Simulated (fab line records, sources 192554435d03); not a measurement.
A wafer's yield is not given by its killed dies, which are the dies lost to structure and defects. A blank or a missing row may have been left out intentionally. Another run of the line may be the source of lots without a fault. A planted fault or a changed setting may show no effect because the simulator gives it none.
fab line records	flow n5-finfet
record: lots: 7	wafers: 39
route steps=1938 shown PMOS_HMC_CHANNEL_EPI@64 SD_EPI_P@321 MOL_CONTACT_COAG@584 BEOL_M2@884 BEOL_M3@950 BEOL_M5@1115
start-h: start of the lot's first displayed wafer, in hours after the record's first day	wait-h: how many hours have passed since the lot's step before this one	" unchanged from the row above	L1.1+2: a row that stands for several wafers	- no value, or no start given	* or withheld: withheld	< > ~ a bound
route shown NAME@n: a module of which the file shows steps, and the number in the route of the first	usual: mean/standard deviation taken from wafers without a fault	same: alike in all rows	chamber/n: place in a boat	sites: the reading at each site	_std_site: standard deviation across them	_edge_site: outer sites' mean less inner sites'	radius-mm: how far each site lies from the wafer's centre	mask NAME#n: copy n	behind: the last tool/chamber to shape the wafer	hold: the reason the lot was held/the length of the hold in hours/how it ended	device: the transistor (n, p or np) that didn't switch	end of line: the same wafers' tests at the end of the route	a step without rows: its recipe alone	killed: dies that structure and defects cost at the first sort, which is not the same as the wafer's yield	map: dies across one wafer; x = killed, . = not, _ = none there
set.NAME: the run value of the setting; set.NAME@STEP: its run value at that earlier step	model.NAME: the simulator's own value behind a step, which no gauge read
lots with deliberately changed settings; one table per step, one row per wafer
== steps ==
step: N5_PMOS_HMC_CHANNEL_EPI_DEVELOP_08
recipe: develop-time-s: 30	developer: TMAH	resist: CAR-ArF-block	dev-temp-c: 23	rinse-liquid: diw	dry: air-spin
lot.wafer	tool	chamber	start-h	wait-h	set.develop-time-s
L077.1+5+6	litho-track-05	0	-	-	30
L077.2+3+4	"	0	"	"	39.49
L078.1+5+6	litho-track-03	0	-	-	30
L078.2+3+4	"	0	"	"	18.69
L084.1+2+6	litho-track-03	0	-	-	42.27
L084.3+4+5	"	0	"	"	30
L085.1+3+4	litho-track-05	0	-	-	18.52
L085.2+5+6	"	0	"	"	30
L088.1+3+5	litho-track-05	0	-	-	41.03
L088.2+4+6	"	0	"	"	30
L089.1+2+3+4+5+6	litho-track-01	0	-	-	30
L090.2+4+6	litho-track-03	0	-	-	30
step: N5_PMOS_HMC_CHANNEL_EPI_CD_MEAS_09
recipe: target-cd-nm: 237.4	landing-energy-ev: 500	detector: se-inlens
usual: cd-nm: 237.6/0.9
lot.wafer	tool	chamber	start-h	wait-h	set.develop-time-s@PMOS_HMC_CHANNEL_EPI_DEVELOP_08	cd-nm
L077.1	cd-sem-03	0	35.69	-	30	236.1
L077.2	"	0	"	"	39.49	238.2
L077.3	"	0	"	"	39.49	239.0
L077.4	"	0	"	"	39.49	237.0
L077.5	"	0	"	"	30	236.7
L077.6	"	0	"	"	30	237.3
L078.1	cd-sem-02	0	41.48	-	30	237.5
L078.2	"	0	"	"	18.69	235.1
L078.3	"	0	"	"	18.69	235.7
L078.4	"	0	"	"	18.69	234.9
L078.5	"	0	"	"	30	236.9
L078.6	"	0	"	"	30	236.9
L084.1	cd-sem-02	0	78.81	-	42.27	240.7
L084.2	"	0	"	"	42.27	240.8
L084.3	"	0	"	"	30	238.1
L084.4	"	0	"	"	30	238.0
L084.5	"	0	"	"	30	237.4
L084.6	"	0	"	"	42.27	241.0
L085.1	cd-sem-02	0	83.13	-	18.52	235.4
L085.2	"	0	"	"	30	237.7
L085.3	"	0	"	"	18.52	234.7
L085.4	"	0	"	"	18.52	235.9
L085.5	"	0	"	"	30	237.4
L085.6	"	0	"	"	30	238.3
L088.1	cd-sem-03	0	101.31	-	41.03	240.9
L088.2	"	0	"	"	30	237.1
L088.3	"	0	"	"	41.03	241.1
L088.4	"	0	"	"	30	238.8
L088.5	"	0	"	"	41.03	239.2
L088.6	"	0	"	"	30	238.7
L089.1	cd-sem-03	0	107.39	-	30	239.1
L089.2	"	0	"	"	30	237.6
L089.3	"	0	"	"	30	238.2
L089.4	"	0	"	"	30	237.5
L089.5	"	0	"	"	30	238.1
L089.6	"	0	"	"	30	238.1
L090.2	cd-sem-02	0	113.73	-	30	236.8
L090.4	"	0	"	"	30	237.6
L090.6	"	0	"	"	30	237.3
step: N5_PMOS_HMC_CHANNEL_EPI_DESCUM_14
recipe: chemistry: O2	time-s: 7.9	source-power-w: 50	bias-power-w: 20	pressure-mtorr: 20	rf-frequency-hz: 2.712e+07	temp-c: 40	resist: CAR-ArF-block	o2-flow-sccm: 225
lot.wafer	tool	chamber	start-h	wait-h	set.develop-time-s@PMOS_HMC_CHANNEL_EPI_DEVELOP_08	model.PMOS_HMC_CHANNEL_EPI.cd-nm
L077.1	rie-diel-05	3	35.78	0.0	30	236.3
L077.2	"	2	"	"	39.49	237.9
L077.3	"	0	"	"	39.49	239.1
L077.4	"	1	"	"	39.49	237.2
L077.5	"	2	"	"	30	237
L077.6	"	3	"	"	30	237.2
L078.1+6	rie-diel-05	1	41.56	0.0	30	237.4
L078.2	"	3	"	"	18.69	235.4
L078.3	"	0	"	"	18.69	235.5
L078.4	"	2	"	"	18.69	234.9
L078.5	"	0	"	"	30	236.9
L084.1+2	rie-diel-04	1,3	78.90	0.0	42.27	240.6
L084.3	"	2	"	"	30	237.9
L084.4+5	"	2,3	"	"	30	237.8
L084.6	"	1	"	"	42.27	240.2
L085.1	rie-diel-04	1	83.22	0.0	18.52	235.3
L085.2	"	2	"	"	30	237.2
L085.3	"	3	"	"	18.52	234.6
L085.4	"	2	"	"	18.52	235.4
L085.5	"	1	"	"	30	236.9
L085.6	"	3	"	"	30	238.3
L088.1	rie-diel-04	2	101.73	0.4	41.03	240.8
L088.2	"	1	"	"	30	236.9
L088.3	"	0	"	"	41.03	240.6
L088.4	"	3	"	"	30	239
L088.5	"	2	"	"	41.03	239.3
L088.6	"	3	"	"	30	238.7
L089.1	rie-diel-03	1	107.48	0.0	30	238.9
L089.2	"	2	"	"	30	237.6
L089.3	"	3	"	"	30	238.2
L089.4	"	2	"	"	30	237.3
L089.5	"	3	"	"	30	238
L089.6	"	1	"	"	30	237.9
L090.2	rie-diel-03	3	113.82	0.0	30	237.1
L090.4+6	"	3,2	"	"	30	237.4
step: N5_SD_EPI_P_EPI_21
recipe: material: SiGe:B	dopant: B	temp-c: 550	pressure-torr: 20	ambient: H2	time-s: 355
lot.wafer	tool	chamber	start-h	wait-h	set.time-s	model.SiGe-B_of_SD_EPI_P_EPI_21.thk-nm
L077.1	epi-rpcvd-03	0	76.17	0.2	355	61
L077.2+5+6	"	0	"	"	355	61.6
L077.3+4	"	0	"	"	355	61.8
L078.1+6	epi-rpcvd-02	0	82.71	0.2	355	60
L078.2	"	0	"	"	355	59.8
L078.3	"	0	"	"	355	59.6
L078.4+5	"	0	"	"	355	60.2
L084.1+5	epi-rpcvd-03	0	117.20	0.1	269	50.4
L084.2	"	0	"	"	355	61.8
L084.3+6	"	0	"	"	355	60.6
L084.4	"	0	"	"	269	49.8
L085.1	epi-rpcvd-02	0	128.61	0.3	355	61
L085.2	"	0	"	"	355	62
L085.3	"	0	"	"	355	60.6
L085.4	"	0	"	"	210.4	38.6
L085.5	"	0	"	"	210.4	39.4
L085.6	"	0	"	"	210.4	39.2
L088.1	epi-rpcvd-02	0	139.25	0.2	355	61.6
L088.2	"	0	"	"	355	60.8
L088.3	"	0	"	"	355	60.6
L088.4+5	"	0	"	"	238.2	44.6
L088.6	"	0	"	"	238.2	44.2
L089.1	epi-rpcvd-02	0	145.79	0.2	355	61.4
L089.2+6	"	0	"	"	355	61
L089.3	"	0	"	"	355	62.2
L089.4	"	0	"	"	355	61.6
L089.5	"	0	"	"	355	61.2
L090.2	epi-rpcvd-04	0	155.10	0.5	355	60.8
L090.4	"	0	"	"	355	59.6
L090.6	"	0	"	"	355	60.2
step: N5_SD_EPI_P_EPI_MEAS_23
recipe: mode: xrd
usual: thk-nm: 61.0/1.3
lot.wafer	tool	chamber	start-h	wait-h	set.time-s@SD_EPI_P_EPI_21	thk-nm
L077.1	film-metro-01	-	79.08	2.4	355	60.8
L077.2	"	-	"	"	355	63.2
L077.3	"	-	"	"	355	60.5
L077.4	"	-	"	"	355	62.3
L077.5	"	-	"	"	355	62.3
L077.6	"	-	"	"	355	59.5
L078.1	film-metro-01	-	85.63	2.4	355	61.8
L078.2	"	-	"	"	355	58.9
L078.3	"	-	"	"	355	59.9
L078.4	"	-	"	"	355	59.4
L078.5	"	-	"	"	355	59.9
L078.6	"	-	"	"	355	58.7
L084.1	film-metro-02	-	119.40	1.9	269	51.9
L084.2	"	-	"	"	355	61.1
L084.3	"	-	"	"	355	60.6
L084.4	"	-	"	"	269	49.8
L084.5	"	-	"	"	269	50.8
L084.6	"	-	"	"	355	60.6
L085.1	film-metro-02	-	132.48	3.2	355	60.3
L085.2	"	-	"	"	355	61.6
L085.3	"	-	"	"	355	60.5
L085.4	"	-	"	"	210.4	38.1
L085.5	"	-	"	"	210.4	39.2
L085.6	"	-	"	"	210.4	39.2
L088.1	film-metro-01	-	142.17	2.4	355	61.3
L088.2	"	-	"	"	355	59.3
L088.3	"	-	"	"	355	61.3
L088.4	"	-	"	"	238.2	46.1
L088.5	"	-	"	"	238.2	46.1
L088.6	"	-	"	"	238.2	43.2
L089.1	film-metro-01	-	148.71	2.4	355	61.3
L089.2	"	-	"	"	355	61.6
L089.3	"	-	"	"	355	62.3
L089.4	"	-	"	"	355	59.0
L089.5	"	-	"	"	355	62.0
L089.6	"	-	"	"	355	60.2
L090.2	film-metro-02	-	156.94	1.5	355	62.0
L090.4	"	-	"	"	355	58.4
L090.6	"	-	"	"	355	60.1
step: N5_MOL_CONTACT_COAG_ETCHBACK_135
recipe: chemistry: CHF3	target: SiO2	target-depth-a: 250	time-s: 16.7	ion-energy-ev: 200	pressure-mtorr: 30	source-w: 610	bias-w: 170	Ar_flow_sccm: 200	CHF3_flow_sccm: 50
lot.wafer	tool	chamber	start-h	wait-h	set.target-depth-a	model.SOC_of_MOL_CONTACT_COAG_COAT_75.thk-nm
L077.1	rie-diel-02	0	125.66	0.0	250	57.6
L077.2+5	"	2,3	"	"	250	57.8
L077.3+4	"	3,2	"	"	154.9	58.8
L077.6	"	0	"	"	154.9	58.6
L078.1+2+3+4+5	rie-diel-02	3,0,2,0,3	126.92	0.0	250	57.2
L078.6	"	2	"	"	250	57
L084.1+3	rie-diel-02	2,0	160.90	0.0	355.5	56
L084.2	"	3	"	"	250	57.4
L084.4	"	1	"	"	355.5	56.2
L084.5+6	"	2,1	"	"	250	57.2
L085.1	rie-diel-02	3	174.77	0.0	106.8	59
L085.2+6	"	0,3	"	"	250	57.4
L085.3	"	1	"	"	250	57.2
L085.4+5	"	2,0	"	"	106.8	58.8
L088.1	rie-diel-01	1	183.76	0.0	181	58.2
L088.2	"	0	"	"	250	57.2
L088.3	"	2	"	"	250	57.4
L088.4+6	"	2,1	"	"	181	58
L088.5	"	0	"	"	250	57
L089.1+4	rie-diel-06	1,0	193.89	0.0	250	57.4
L089.2	"	3	"	"	140.5	58.6
L089.3	"	2	"	"	250	57.2
L089.5+6	"	0,1	"	"	140.5	58.4
L090.2+6	rie-diel-02	3,0	197.23	0.0	250	57.2
L090.4	"	1	"	"	250	57
step: N5_MOL_CONTACT_COAG_STRIP_118
recipe: chemistry: CHF3	resist: SiARC	rf-frequency-hz: 6e+07
step: N5_MOL_CONTACT_COAG_VIA_ETCH_46
recipe: chemistry: C4F6/O2	target-depth-a: 460	overetch-a: 92	mask-material: SOC	target: SiO2	bias-w: 455	pressure-mtorr: 10	time-s: 40	source-w: 325	Ar_flow_sccm: 300	C4F6_flow_sccm: 10	O2_flow_sccm: 10	ion-energy-ev: 575.3	ends: end-point
lot.wafer	tool	chamber	start-h	wait-h	set.target-depth-a@MOL_CONTACT_COAG_ETCHBACK_135	model.SOC_of_MOL_CONTACT_COAG_COAT_75.thk-nm
L077.1	rie-diel-02	0	125.69	0.0	250	51
L077.2+5	"	2,3	"	"	250	51.2
L077.3+4	"	3,2	"	"	154.9	52.2
L077.6	"	0	"	"	154.9	52
L078.1+3	rie-diel-02	3,2	126.96	0.0	250	50.6
L078.2+4+5+6	"	0,0,3,2	"	"	250	50.4
L084.1+4	rie-diel-02	2,1	160.94	0.0	355.5	49.6
L084.2+5	"	3,2	"	"	250	50.6
L084.3	"	0	"	"	355.5	49.2
L084.6	"	1	"	"	250	50.4
L085.1	rie-diel-02	3	174.80	0.0	106.8	52.4
L085.2	"	0	"	"	250	50.4
L085.3	"	1	"	"	250	50.6
L085.4	"	2	"	"	106.8	52.2
L085.5	"	0	"	"	106.8	52
L085.6	"	3	"	"	250	50.8
L088.1	rie-diel-01	1	183.79	0.0	181	51.4
L088.2	"	0	"	"	250	50.2
L088.3	"	2	"	"	250	51
L088.4	"	2	"	"	181	51.6
L088.5	"	0	"	"	250	50
L088.6	"	1	"	"	181	51.2
L089.1	rie-diel-06	1	193.93	0.0	250	50.4
L089.2	"	3	"	"	140.5	52
L089.3	"	2	"	"	250	50.2
L089.4	"	0	"	"	250	51
L089.5	"	0	"	"	140.5	51.8
L089.6	"	1	"	"	140.5	51.6
L090.2	rie-diel-02	3	197.27	0.0	250	50.6
L090.4	"	1	"	"	250	50.4
L090.6	"	0	"	"	250	50.2
step: N5_BEOL_M2_ETCH_70
recipe: chemistry: N2/H2	target: SOC	target-depth-a: 800	overetch-a: 240	mask-material: SiARC	temp-c: 40	time-s: 130	ion-energy-ev: 200	pressure-mtorr: 30	source-w: 840	bias-w: 150	n2-flow-sccm: 200	h2-flow-sccm: 200
lot.wafer	tool	chamber	start-h	wait-h	set.time-s	model.SiARC_of_BEOL_M2_COAT_68.thk-nm
L078.1	rie-diel-01	0	164.74	0.0	130	5.2
L078.2+5	"	2	"	"	130	6.2
L078.3	"	3	"	"	81.98	8.2
L078.4	"	0	"	"	81.98	7.8
L078.6	"	3	"	"	81.98	8
L077.1	rie-diel-06	3	167.18	0.0	173.3	3.6
L077.2	"	2	"	"	173.3	3.4
L077.3	"	0	"	"	173.3	4.2
L077.4+5	"	1	"	"	130	5.6
L077.6	"	0	"	"	130	6
L084.1+5	rie-diel-01	1	201.70	0.0	130	5.6
L084.2	"	0	"	"	130	5.2
L084.3	"	3	"	"	153.7	4.6
L084.4+6	"	2	"	"	153.7	5.2
L085.1	rie-diel-06	0	208.34	0.0	130	6.4
L085.2+3+5	"	2,1,2	"	"	130	5.6
L085.4+6	"	3	"	"	130	5.8
L088.1	rie-diel-01	2	232.23	0.0	95.01	7.8
L088.2+6	"	3,1	"	"	130	5.6
L088.3	"	0	"	"	130	5.4
L088.4	"	1	"	"	95.01	7.4
L088.5	"	0	"	"	95.01	7
L090.2+4	rie-diel-02	3	235.32	0.0	130	6
L090.6	"	0	"	"	130	5.4
L089.1+5+6	rie-diel-06	2,3,2	238.96	0.0	130	5.8
L089.2	"	0	"	"	130	6.2
L089.3	"	1	"	"	130	5.6
L089.4	"	3	"	"	130	6
step: N5_BEOL_M3_ETCH_64
recipe: chemistry: N2/H2	target: SOC	target-depth-a: 750	overetch-a: 150	mask-material: SiARC	temp-c: 40	time-s: 112.5	ion-energy-ev: 200	pressure-mtorr: 30	source-w: 840	bias-w: 150	n2-flow-sccm: 200	h2-flow-sccm: 200
lot.wafer	tool	chamber	start-h	wait-h	set.time-s	model.etch.depth-nm	model.SiARC_of_BEOL_M3_COAT_62.thk-nm	model.BEOL_M3.cd-offset-nm
L078.1	rie-diel-04	2	171.99	0.0	112.5	59.75	7.2	0
L078.2	"	0	"	"	112.5	59.8	7	0.2
L078.3	"	3	"	"	112.5	59.69	7.2	-0.6
L078.4	"	1	"	"	112.5	59.8	7.2	-0.2
L078.5	"	1	"	"	112.5	59.83	7	-0.2
L078.6	"	0	"	"	112.5	60.01	7	0.4
L077.1	rie-diel-04	0	175.55	0.0	55.45	45.64	9.6	-0.6
L077.2	"	3	"	"	112.5	60.3	7	0.2
L077.3	"	2	"	"	55.45	45.21	9.6	-0.6
L077.4	"	1	"	"	112.5	60.27	7	0.6
L077.5	"	1	"	"	55.45	43.58	9.6	-0.4
L077.6	"	2	"	"	112.5	60.32	7.2	0.4
L084.1	rie-diel-05	3	209.02	0.0	58.75	45.86	9.4	-1.2
L084.2	"	2	"	"	112.5	60.02	6.8	0
L084.3	"	1	"	"	112.5	60.21	6.8	0.4
L084.4	"	0	"	"	58.75	46.73	9.4	-1.2
L084.5	"	2	"	"	58.75	44.9	9.4	-0.8
L084.6	"	1	"	"	112.5	59.99	6.8	0.6
L085.1	rie-diel-05	2	215.94	0.0	175.1	60.13	4	1.4
L085.2	"	1	"	"	112.5	60.33	6.8	0.2
L085.3	"	3	"	"	112.5	60.23	6.8	0.2
L085.4	"	0	"	"	112.5	60.28	7	-0.2
L085.5	"	0	"	"	175.1	60.36	4.2	1.2
L085.6	"	1	"	"	175.1	60.37	3.8	1.6
L088.1	rie-diel-05	3	239.45	0.0	112.5	60.11	6.8	0
L088.2	"	1	"	"	112.5	60.05	6.6	0.4
L088.3	"	2	"	"	139	60.08	5.6	0.6
L088.4	"	0	"	"	112.5	60.06	7	0
L088.5	"	1	"	"	139	60.25	5.4	0.8
L088.6	"	2	"	"	139	59.99	5.6	0.8
L090.2	rie-diel-03	0	240.71	0.0	112.5	59.97	6.8	-0.4
L090.4	"	1	"	"	112.5	60.08	7	-0.2
L090.6	"	0	"	"	112.5	59.86	6.6	-0.2
L089.1	rie-diel-05	1	246.25	0.0	112.5	60.28	6.8	0
L089.2	"	2	"	"	64.17	49.38	9	-1
L089.3	"	0	"	"	64.17	50.62	9.2	-1
L089.4	"	3	"	"	112.5	60.31	6.8	-0.2
L089.5	"	0	"	"	64.17	51.06	9.2	-1
L089.6	"	1	"	"	112.5	60.1	6.8	0
step: N5_BEOL_M3_STRIP_65
recipe: chemistry: N2/H2	temp-c: 40	n2-flow-sccm: 200	h2-flow-sccm: 200	rf-frequency-hz: 6e+07
step: N5_BEOL_M3_STRIP_75
recipe: chemistry: N2/H2	temp-c: 40	n2-flow-sccm: 200	h2-flow-sccm: 200	rf-frequency-hz: 6e+07
step: N5_BEOL_M3_STRIP_66
recipe: chemistry: CF4	resist: SiARC	power-w: 300	bias-power-w: 75	pressure-mtorr: 50	cf4-flow-sccm: 150	rf-frequency-hz: 6e+07
step: N5_BEOL_M3_HM_OPEN_17
recipe: chemistry: Cl2/BCl3	target-depth-a: 200	overetch-a: 60	target: TiN	mask-material: SOC	ion-energy-ev: 150	pressure-mtorr: 10	icp-w: 1000	bias-w: 126	Cl2_flow_sccm: 53.25	bcl3-flow-sccm: 21.75	Ar_flow_sccm: 25
lot.wafer	tool	chamber	start-h	wait-h	set.time-s@BEOL_M3_ETCH_64	model.BEOL_M3.cd-offset-nm
L078.1+2	rie-metal-02	0,1	172.15	0.0	112.5	0.2
L078.3+4+5	"	0,1,1	"	"	112.5	-0.4
L078.6	"	0	"	"	112.5	0.6
L077.1+3+5	rie-metal-02	0	175.72	0.0	55.45	-0.4
L077.2	"	1	"	"	112.5	0
L077.4	"	1	"	"	112.5	0.4
L077.6	"	1	"	"	112.5	0.2
L084.1+4	rie-metal-01	0	209.19	0.0	58.75	-1.4
L084.2	"	1	"	"	112.5	0
L084.3	"	1	"	"	112.5	0.4
L084.5	"	0	"	"	58.75	-0.8
L084.6	"	1	"	"	112.5	0.6
L085.1	rie-metal-01	0	216.11	0.0	175.1	1.4
L085.2	"	1	"	"	112.5	0.2
L085.3+4	"	0,1	"	"	112.5	0
L085.5	"	0	"	"	175.1	1.2
L085.6	"	1	"	"	175.1	1.6
L088.1	rie-metal-03	0	239.62	0.0	112.5	-0.2
L088.2	"	1	"	"	112.5	0.4
L088.3	"	1	"	"	139	0.6
L088.4	"	0	"	"	112.5	0
L088.5+6	"	0,1	"	"	139	0.8
L090.2	rie-metal-02	1	240.88	0.0	112.5	-0.4
L090.4+6	"	0	"	"	112.5	0.2
L089.1+6	rie-metal-03	0,1	246.42	0.0	112.5	0
L089.2+5	"	1,0	"	"	64.17	-1
L089.3	"	0	"	"	64.17	-0.8
L089.4	"	1	"	"	112.5	-0.2
step: N5_BEOL_M5_PECVD_70
recipe: material: SiO2	target-thk-a: 160	temp-c: 400	precursor: TEOS/O2	pressure-torr: 5.5	rf-w: 450	teos-flow-sccm: 53.8	gas: O2	flow-sccm: 3000	time-s: 18
lot.wafer	tool	chamber	start-h	wait-h	set.time-s	model.SiO2_of_BEOL_M5_PECVD_70.thk-nm
L078.1+3+4	pecvd-01	1,2,2	202.21	0.0	18	15.8
L078.2	"	0	"	"	18	16.4
L078.5	"	0	"	"	18	16.6
L078.6	"	1	"	"	18	16.2
L077.1	pecvd-04	1	204.43	0.0	18	16.2
L077.2+4	"	0,2	"	"	18	15.8
L077.3	"	2	"	"	18	15.6
L077.5	"	1	"	"	18	16.6
L077.6	"	0	"	"	18	16
L084.1	pecvd-02	1	243.01	0.0	12.11	10.8
L084.2	"	2	"	"	18	16
L084.3	"	0	"	"	18	15.4
L084.4	"	2	"	"	12.11	11.2
L084.5	"	1	"	"	18	16.2
L084.6	"	0	"	"	12.11	10.6
L085.1	pecvd-01	1	244.80	0.0	18	15.8
L085.2+4	"	0	"	"	11.22	10.4
L085.3	"	2	"	"	18	15.4
L085.5	"	2	"	"	18	15.6
L085.6	"	1	"	"	11.22	9.8
L088.1+3+4	pecvd-02	1,2,0	275.10	0.0	26.98	23.6
L088.2	"	0	"	"	18	15.6
L088.5	"	2	"	"	18	16.4
L088.6	"	1	"	"	18	16
L090.2	pecvd-01	1	278.16	0.0	18	15.8
L090.4	"	0	"	"	18	16.4
L090.6	"	2	"	"	18	15.6
L089.1+2	pecvd-04	0,2	278.40	0.0	18	15.8
L089.3+5+6	"	1,0,1	"	"	10.3	9.4
L089.4	"	2	"	"	18	16.2
== key ==
split: step: N5_PMOS_HMC_CHANNEL_EPI_DEVELOP_08	setting: develop-time-s	stated: 30	by: wafer
response: step: N5_PMOS_HMC_CHANNEL_EPI_CD_MEAS_09	reading: cd-nm	change: +0.0593	per: 1%	r: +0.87
response: step: N5_PMOS_HMC_CHANNEL_EPI_DESCUM_14	reading: model.PMOS_HMC_CHANNEL_EPI.cd-nm	change: +0.0562	per: 1%	r: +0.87
split: step: N5_SD_EPI_P_EPI_21	setting: time-s	stated: 355	by: wafer
response: step: N5_SD_EPI_P_EPI_21	reading: model.SiGe-B_of_SD_EPI_P_EPI_21.thk-nm	change: +0.513	per: 1%	r: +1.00
response: step: N5_SD_EPI_P_EPI_MEAS_23	reading: thk-nm	change: *	per: 1%	r: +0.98
split: step: N5_MOL_CONTACT_COAG_ETCHBACK_135	setting: target-depth-a	stated: 250	by: wafer
response: step: N5_MOL_CONTACT_COAG_ETCHBACK_135	reading: model.SOC_of_MOL_CONTACT_COAG_COAT_75.thk-nm	change: -0.0272	per: 1%	r: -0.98
response: step: N5_MOL_CONTACT_COAG_VIA_ETCH_46	reading: model.SOC_of_MOL_CONTACT_COAG_COAT_75.thk-nm	change: -0.0281	per: 1%	r: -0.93
split: step: N5_BEOL_M2_ETCH_70	setting: time-s	stated: 130	by: wafer
response: step: N5_BEOL_M2_ETCH_70	reading: model.SiARC_of_BEOL_M2_COAT_68.thk-nm	change: -0.0578	per: 1%	r: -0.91
split: step: N5_BEOL_M3_ETCH_64	setting: time-s	stated: 112.5	by: wafer
response: step: N5_BEOL_M3_ETCH_64	reading: model.etch.depth-nm	shape: bent	at-lowest: 44.81	at-stated: 60.07	at-highest: 60.29
response: step: N5_BEOL_M3_ETCH_64	reading: model.SiARC_of_BEOL_M3_COAT_62.thk-nm	change: -0.0524	per: 1%	r: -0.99
response: step: N5_BEOL_M3_ETCH_64	reading: model.BEOL_M3.cd-offset-nm	change: +0.0234	per: 1%	r: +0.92
response: step: N5_BEOL_M3_HM_OPEN_17	reading: model.BEOL_M3.cd-offset-nm	change: +0.0223	per: 1%	r: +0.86
split: step: N5_BEOL_M5_PECVD_70	setting: time-s	stated: 18	by: wafer
response: step: N5_BEOL_M5_PECVD_70	reading: model.SiO2_of_BEOL_M5_PECVD_70.thk-nm	change: +0.151	per: 1%	r: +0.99
